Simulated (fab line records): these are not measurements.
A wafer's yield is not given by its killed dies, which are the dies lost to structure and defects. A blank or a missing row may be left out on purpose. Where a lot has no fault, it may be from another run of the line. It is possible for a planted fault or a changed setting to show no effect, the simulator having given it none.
What tool caused it? + flow nand harc + 6 lots with 18 wafers sampled at 3 steps, on a route of 1159 steps

## WHAT THE GAUGES READ, wafer by wafer
NHARC_P_ZERO_WELL_CD_MEAS_24: the cd target is 720 nm.
| lot  | measured    | on        | cd nm (nm)        |
|------|-------------|-----------|-------------------|
| L347 | day 2 02:35 | cd sem-02 | 722.1 721.8 721.7 |
| L350 | day 2 20:35 | cd sem-03 | 720.3 720.6 719.0 |
| L353 | day 3 14:41 | cd sem-02 | 722.2 720.1 719.7 |
| L364 | day 6 08:20 | cd sem-01 | 721.4 720.6 720.0 |
| L366 | day 6 20:40 | cd sem-02 | 722.7 721.0 720.3 |
| L368 | day 7 08:23 | cd sem-03 | 720.1 718.6 721.2 |

## EACH LOT AND THE TOOL THAT RAN IT (in order: tool; ch and the chambers of the sampled wafers; start)
| lot  | NHARC_P_ZERO_WELL_ETCH_65         | NHARC_P_ZERO_WELL_EXPOSE_21      |
|------|-----------------------------------|----------------------------------|
| L347 | rie diel-05 ch 0,1,3, day 2 01:28 | krf scanner-01 ch 0, day 2 02:25 |
| L350 | rie diel-11 ch 2,3, day 2 19:29   | krf scanner-04 ch 0, day 2 20:26 |
| L353 | rie diel-10 ch 1,2, day 3 13:34   | krf scanner-04 ch 0, day 3 14:31 |
| L364 | rie diel-05 ch 0,2,3, day 6 07:21 | krf scanner-02 ch 0, day 6 08:11 |
| L366 | rie diel-11 ch 0,2, day 6 19:33   | krf scanner-01 ch 0, day 6 20:31 |
| L368 | rie diel-10 ch 1,3, day 7 07:23   | krf scanner-02 ch 0, day 7 08:14 |
- NHARC_P_ZERO_WELL_ETCH_65: etches the open film in N2/H2, target depth 80 nm, overetch 24 nm, time 87.88 s.
- NHARC_P_ZERO_WELL_EXPOSE_21: exposes mask P NWELL, target cd 720 nm.

## THE ANSWER, worked out from the rows above alone
Rule: the lots themselves supply what counts as usual. Put in order of their means at a reading, lots are off if they are a third of the lots or fewer, leave a main group of 4 or more, and stand apart from it by a gap of 3 or more times the standard deviation of the main group's means; of several such gaps the widest counts. Not used: any main group whose means are identical at the precision the tables above print for the reading. A lot without any number at a reading at which 4 lots or more have one is off too. The other lots that the step has rows for count as sound.
No lot is off at any reading shown: from this, nothing can be told.

## WHAT HAD BEEN PUT IN BY THE SIMULATOR
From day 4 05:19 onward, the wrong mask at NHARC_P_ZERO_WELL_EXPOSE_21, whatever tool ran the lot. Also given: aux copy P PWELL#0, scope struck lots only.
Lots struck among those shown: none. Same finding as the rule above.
